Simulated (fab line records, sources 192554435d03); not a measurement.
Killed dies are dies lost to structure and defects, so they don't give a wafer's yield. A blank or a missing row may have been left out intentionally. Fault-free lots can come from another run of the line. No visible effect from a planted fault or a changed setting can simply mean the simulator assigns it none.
Chamber matching -- flow n5Finfet -- N5_STI_FIN_REVEAL_ALD_14 on aldSin-03: 4 sister chambers
The step deposits Si3N4, target thk 3 nm. 8 wafers are shown with their chamber, then 7 later ones without.

== WAFERS WITH THEIR CHAMBER ==
wafer,chamber,heaterPowerW (W),heaterPowerOuterW (W)
L078.1,1,772,455
L078.2,2,951,599
L078.3,3,922,565
L087.2,2,933,612
L089.2,3,939,570
L089.6,0,964,507
L091.3,0,945,507
L091.4,1,770,473

== WAFERS WHOSE CHAMBER IS MISSING ==
wafer,heaterPowerW (W),heaterPowerOuterW (W)
L091.5,931,503
L092.1,931,586
L092.2,969,593
L092.5,957,513
L097.1,950,516
L097.2,763,456
L097.5,940,608

== WHICH CHAMBER EACH WENT THROUGH ==
wafer,from the rows above,in truth
L091.5,0,0
L092.1,can't be placed: 3 or 2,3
L092.2,can't be placed: 2 or 3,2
L092.5,0,0
L097.1,0,0
L097.2,1,1
L097.5,2,2
Placed correctly: 5 of 7. From these rows, 2 cannot be placed; in 2 the true chamber is one of the candidates. Placed wrongly: 0.
How it was worked out, from the rows above alone: a wafer's distance from a chamber is the root of the sum, over the readings, of the square of ((its reading less the chamber's mean) divided by the reading's scatter). If the next closest chamber is less than 2 further off than the closest, the wafer can't be placed; otherwise it belongs to the closest. The mean given for a chamber averages the wafers shown for that chamber. How the scatter is found: for the shown wafers, subtract from each reading the mean of its chamber, square and add these, divide the total by (wafers less chambers), then take the root.
